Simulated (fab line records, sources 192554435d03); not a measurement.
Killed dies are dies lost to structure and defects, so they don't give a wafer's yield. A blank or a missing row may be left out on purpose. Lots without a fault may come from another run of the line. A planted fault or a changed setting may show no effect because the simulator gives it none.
Which tool did it? | flow n5_finfet | 14 lots, 38 wafers sampled, at 6 steps of a route of 1938

WHAT THE GAUGES READ, wafer by wafer
N5_BEOL_M7_CD_MEAS_18: pitch 80 nm, target cd 40 nm.
lot  | measured     | on        | cd_nm (nm)
L979 | day 8 20:39  | cd_sem-03 | 39.1 40.1 39.3
L981 | day 9 13:14  | cd_sem-02 | - - -
L982 | day 9 13:30  | cd_sem-01 | - - -
L984 | day 10 02:46 | cd_sem-02 | 39.7 39.9 39.9
L985 | day 10 03:25 | cd_sem-03 | 40.2 40.3 40.9
L991 | day 11 12:27 | cd_sem-01 | 39.6 39.4
L993 | day 12 05:23 | cd_sem-01 | 40.4 39.5 40.3
L995 | day 13 03:20 | cd_sem-02 | 39.7 40.3
L996 | day 13 08:29 | cd_sem-02 | 40.3 40.3
L997 | day 13 12:20 | cd_sem-01 | 39.3 38.9
L999 | day 13 21:16 | cd_sem-02 | 39.6 40.0 40.1
L100 | day 14 04:29 | cd_sem-02 | 39.7 40.3 40.0
L102 | day 14 12:31 | cd_sem-03 | 40.6 39.4 40.0
L101 | day 14 12:44 | cd_sem-01 | 40.9 40.9 40.1

WHICH TOOL RAN EACH LOT (tool, then ch and the chambers of the sampled wafers, then the start)
lot  | N5_BEOL_M6_SPUTTER_48        | N5_BEOL_M6_CMP_52             | N5_BEOL_M7_ILD_DEP_00           | N5_BEOL_M7_ETCH_62                 | N5_BEOL_M7_HM_OPEN_17
L979 | pvd_sputter-03, day 8 16:46  | cmp-03 ch 0,1,3, day 8 17:31  | pecvd-04 ch 0,1,2, day 8 18:01  | rie_diel-06 ch 0,1,3, day 8 20:17  | rie_metal-03 ch 0,1, day 8 20:28
L981 | pvd_sputter-03, day 9 08:27  | cmp-03 ch 1,2, day 9 09:17    | pecvd-02 ch 0,2, day 9 09:44    | rie_diel-06 ch 0,3, day 9 12:48    | rie_metal-01 ch 0,1, day 9 12:59
L982 | pvd_sputter-03, day 9 08:33  | cmp-01 ch 1,2,3, day 9 09:33  | pecvd-04 ch 0,2, day 9 10:00    | rie_diel-06 ch 0,1,2, day 9 13:03  | rie_metal-03 ch 0,1, day 9 13:14
L984 | pvd_sputter-02, day 9 21:02  | cmp-01 ch 1,2,3, day 9 22:11  | pecvd-03 ch 1,2, day 9 22:40    | rie_diel-06 ch 0,1,2, day 10 02:25 | rie_metal-01 ch 0,1, day 10 02:35
L985 | pvd_sputter-02, day 9 22:57  | cmp-02 ch 0,2, day 9 23:38    | pecvd-03 ch 0,1,2, day 10 00:07 | rie_diel-06 ch 0,2,3, day 10 02:56 | rie_metal-01 ch 0,1, day 10 03:07
L991 | pvd_sputter-02, day 11 07:35 | cmp-01 ch 0,3, day 11 08:38   | pecvd-04 ch 1, day 11 09:02     | rie_diel-06 ch 1,2, day 11 11:59   | rie_metal-01 ch 0,1, day 11 12:10
L993 | pvd_sputter-03, day 12 01:58 | cmp-03 ch 1,2,3, day 12 02:31 | pecvd-02 ch 0,1, day 12 02:58   | rie_diel-05 ch 1,2,3, day 12 04:56 | rie_metal-03 ch 0, day 12 05:08
L995 | pvd_sputter-01, day 12 21:32 | cmp-01 ch 0,2, day 12 22:07   | pecvd-03 ch 1,2, day 12 22:32   | rie_diel-06 ch 0,2, day 13 02:52   | rie_metal-02 ch 0,1, day 13 03:05
L996 | pvd_sputter-03, day 13 03:51 | cmp-03 ch 0,3, day 13 05:16   | pecvd-03 ch 0,2, day 13 05:45   | rie_diel-05 ch 0,3, day 13 08:05   | rie_metal-01 ch 0,1, day 13 08:16
L997 | pvd_sputter-01, day 13 08:10 | cmp-02 ch 0,2, day 13 08:49   | pecvd-02 ch 0,2, day 13 09:16   | rie_diel-03 ch 0,1, day 13 11:58   | rie_metal-01 ch 0,1, day 13 12:09
L999 | pvd_sputter-03, day 13 16:29 | cmp-01 ch 0,1,2, day 13 17:04 | pecvd-03 ch 0,1,2, day 13 17:30 | rie_diel-03 ch 0,3, day 13 20:44   | rie_metal-02 ch 0,1, day 13 20:56
L100 | pvd_sputter-01, day 14 00:03 | cmp-03 ch 0,1,3, day 14 00:38 | pecvd-04 ch 0,1,2, day 14 01:02 | rie_diel-06 ch 0,1,2, day 14 04:05 | rie_metal-01 ch 0,1, day 14 04:16
L102 | pvd_sputter-01, day 14 09:01 | cmp-01 ch 0,1,2, day 14 10:01 | pecvd-04 ch 0,1,2, day 14 10:30 | rie_diel-03 ch 1,2,3, day 14 12:07 | rie_metal-03 ch 0,1, day 14 12:20
L101 | pvd_sputter-01, day 14 09:12 | cmp-02 ch 1,2,3, day 14 10:14 | pecvd-03 ch 0,1,2, day 14 10:41 | rie_diel-03 ch 0,1,3, day 14 12:22 | rie_metal-02 ch 0,1, day 14 12:34
- N5_BEOL_M6_SPUTTER_48: material Cu, target thk 10 nm, time 1.667 s.
- N5_BEOL_M6_CMP_52: polishes, stops on SiCOH lowk, t overpolish 6.9 s, target thk 80 nm.
- N5_BEOL_M7_ILD_DEP_00: deposits SiCOH lowk from DEMS/porogen, target thk 179.75 nm, time 33.4 s.
- N5_BEOL_M7_ETCH_62: etches SOC in N2/H2, target depth 110 nm, overetch 22 nm, time 165 s.
- N5_BEOL_M7_HM_OPEN_17: chemistry Cl2/BCl3, target TiN, target depth 20 nm, overetch 6 nm.

WHAT THE TOOLS THEMSELVES READ (means of the sampled wafers that have a number; where no wafer has one, the mark that the record gives instead)
N5_BEOL_M6_SPUTTER_48.
lot  | tool           | bias_v (V) | throttle_valve_pct (%)
L979 | pvd_sputter-03 | 60.3       | 30.1
L981 | pvd_sputter-03 | 60.5       | 30.2
L982 | pvd_sputter-03 | 59.7       | 29.7
L984 | pvd_sputter-02 | 60.1       | 29.1
L985 | pvd_sputter-02 | 59.8       | 28.6
L991 | pvd_sputter-02 | 60.8       | 30.7
L993 | pvd_sputter-03 | 60.6       | 29.6
L995 | pvd_sputter-01 | 60.5       | 30.6
L996 | pvd_sputter-03 | 61.0       | 30.4
L997 | pvd_sputter-01 | 60.8       | 30.0
L999 | pvd_sputter-03 | 60.4       | 30.1
L100 | pvd_sputter-01 | 60.3       | 29.9
L102 | pvd_sputter-01 | 60.1       | 28.6
L101 | pvd_sputter-01 | 59.7       | 30.5

N5_BEOL_M6_CMP_52.
lot  | tool   | barrier_field_endpoint_s (s) | motor_current_A (A) | overpolish_run_s (s) | retaining_ring_pressure_frac | time_to_endpoint_s (s)
L979 | cmp-03 | 28.8                         | 5.7                 | 6.894                | 1.006                        | 64
L981 | cmp-03 | 29.4                         | 6.1                 | 6.899                | 0.999                        | 60
L982 | cmp-01 | 29.4                         | 5.3                 | 6.908                | 0.999                        | 64
L984 | cmp-01 | 28.7                         | 5.4                 | 6.896                | 1.004                        | 64
L985 | cmp-02 | 28.3                         | 6.0                 | 6.901                | 0.995                        | 61
L991 | cmp-01 | 28.9                         | 5.4                 | 6.911                | 0.999                        | 62
L993 | cmp-03 | 27.9                         | 5.9                 | 6.901                | 0.996                        | 60
L995 | cmp-01 | 28.9                         | 5.2                 | 6.891                | 1.002                        | 64
L996 | cmp-03 | 27.5                         | 5.8                 | 6.898                | 0.997                        | 58
L997 | cmp-02 | 28.0                         | 6.3                 | 6.899                | 0.999                        | 66
L999 | cmp-01 | 29.2                         | 5.0                 | 6.904                | 0.997                        | 65
L100 | cmp-03 | 28.1                         | 5.8                 | 6.906                | 1.000                        | 62
L102 | cmp-01 | 29.7                         | 5.3                 | 6.902                | 1.000                        | 65
L101 | cmp-02 | 29.1                         | 6.3                 | 6.896                | 0.999                        | 67

N5_BEOL_M7_ILD_DEP_00.
lot  | tool     | heater_power_outer_w (W) | heater_power_w (W) | showerhead_plenum_p_Torr (Torr) | throttle_valve_pct (%)
L979 | pecvd-04 | 150                      | 317                | 5.729                           | 14.2
L981 | pecvd-02 | 118                      | 290                | 5.729                           | 12.6
L982 | pecvd-04 | 135                      | 294                | 5.729                           | 14.6
L984 | pecvd-03 | 145                      | 312                | 5.737                           | 14.4
L985 | pecvd-03 | 139                      | 313                | 5.747                           | 14.1
L991 | pecvd-04 | 135                      | 304                | 5.740                           | 13.9
L993 | pecvd-02 | 158                      | 335                | 5.736                           | 13.6
L995 | pecvd-03 | 148                      | 310                | 5.740                           | 14.4
L996 | pecvd-03 | 122                      | 308                | 5.732                           | 13.8
L997 | pecvd-02 | 144                      | 319                | 5.726                           | 12.9
L999 | pecvd-03 | 152                      | 336                | 5.733                           | 14.0
L100 | pecvd-04 | 141                      | 307                | 5.725                           | 13.9
L102 | pecvd-04 | 144                      | 310                | 5.732                           | 13.8
L101 | pecvd-03 | 158                      | 339                | 5.728                           | 14.1

N5_BEOL_M7_ETCH_62.
lot  | tool        | bias_w (W) | chamber_pressure_mTorr (mTorr) | drypump_motor_current_A (A) | oes_product_au (a.u.) | rf_vpp_V (V) | showerhead_plenum_p_Torr (Torr) | throttle_valve_pct (%)
L979 | rie_diel-06 | 150.0      | 30.001                         | 5.84                        | 0.67                  | 525.9        | 2.59                            | 17.98
L981 | rie_diel-06 | -          | -                              | -                           | -                     | -            | -                               | -
L982 | rie_diel-06 | -          | -                              | -                           | -                     | -            | -                               | -
L984 | rie_diel-06 | 150.5      | 30.004                         | 5.76                        | 0.61                  | 524.6        | 2.56                            | 17.97
L985 | rie_diel-06 | 149.7      | 30.017                         | 5.72                        | 0.65                  | 523.4        | 2.55                            | 17.97
L991 | rie_diel-06 | 150.3      | 29.996                         | 5.73                        | 0.60                  | 524.5        | 2.58                            | 17.96
L993 | rie_diel-05 | 150.2      | 30.028                         | 5.81                        | 0.68                  | 526.1        | 2.59                            | 17.73
L995 | rie_diel-06 | 150.2      | 29.989                         | 5.67                        | 0.59                  | 523.2        | 2.51                            | 18.00
L996 | rie_diel-05 | 149.3      | 30.027                         | 6.00                        | 0.66                  | 523.7        | 2.55                            | 17.99
L997 | rie_diel-03 | 150.9      | 30.023                         | 5.80                        | 0.58                  | 520.5        | 2.46                            | 18.16
L999 | rie_diel-03 | 150.0      | 30.003                         | 5.29                        | 0.59                  | 522.9        | 2.51                            | 18.12
L100 | rie_diel-06 | 149.7      | 30.025                         | 5.76                        | 0.59                  | 524.1        | 2.55                            | 18.03
L102 | rie_diel-03 | 149.7      | 30.004                         | 5.67                        | 0.63                  | 523.5        | 2.54                            | 17.96
L101 | rie_diel-03 | 149.9      | 30.022                         | 5.63                        | 0.59                  | 521.7        | 2.48                            | 18.13

N5_BEOL_M7_HM_OPEN_17.
lot  | tool         | drypump_motor_current_A (A) | oes_product_au (a.u.) | throttle_valve_pct (%)
L979 | rie_metal-03 | 5.57                        | 0.72                  | 22.27
L981 | rie_metal-01 | 5.42                        | 0.27                  | 23.03
L982 | rie_metal-03 | 5.60                        | 0.31                  | 22.94
L984 | rie_metal-01 | 5.42                        | 0.63                  | 22.38
L985 | rie_metal-01 | 5.36                        | 0.66                  | 22.14
L991 | rie_metal-01 | 5.38                        | 0.63                  | 22.27
L993 | rie_metal-03 | 5.45                        | 0.66                  | 22.25
L995 | rie_metal-02 | 5.36                        | 0.69                  | 22.44
L996 | rie_metal-01 | 5.39                        | 0.63                  | 22.26
L997 | rie_metal-01 | 5.41                        | 0.62                  | 22.27
L999 | rie_metal-02 | 5.45                        | 0.66                  | 22.42
L100 | rie_metal-01 | 5.38                        | 0.65                  | 22.15
L102 | rie_metal-03 | 5.72                        | 0.71                  | 22.36
L101 | rie_metal-02 | 5.24                        | 0.69                  | 22.47

THE ANSWER, worked out from the rows above alone
Rule: what is usual is taken from the lots themselves. Put in order of their means at a reading, lots are off if they are a third of the lots or fewer, leave a main group of 4 or more, and stand apart from it by a gap of 3 or more times the standard deviation of the main group's means; of several such gaps the widest counts. A main group whose means are all the same, to the digits that the tables above print for the reading, isn't used. A lot without any number at a reading at which 4 lots or more have one is off too. The other lots that the step has rows for count as sound. The gauges are gone through in route order, then the tools' own readings, and for those a lot's mean is taken as printed above. The first step at which some lot is off is used, and at that step the reading that is off furthest; a lot without a number counts as furthest.
Off: L981, L982, at N5_BEOL_M7_CD_MEAS_18 (cd_nm). Without a number there: L981, L982. The main group: mean 39.9 nm, standard deviation 0.41.
A tool fits if, at a process step before that reading, it ran every lot that is off, and no sound lot after the first of them. The gauges at N5_BEOL_M7_CD_MEAS_18 aren't tried: what is off there is off at N5_BEOL_M7_ETCH_62 too, on other tools, and a gauge's error can't cause that. None of those tried fits.

WHAT THE SIMULATOR HAD PUT IN
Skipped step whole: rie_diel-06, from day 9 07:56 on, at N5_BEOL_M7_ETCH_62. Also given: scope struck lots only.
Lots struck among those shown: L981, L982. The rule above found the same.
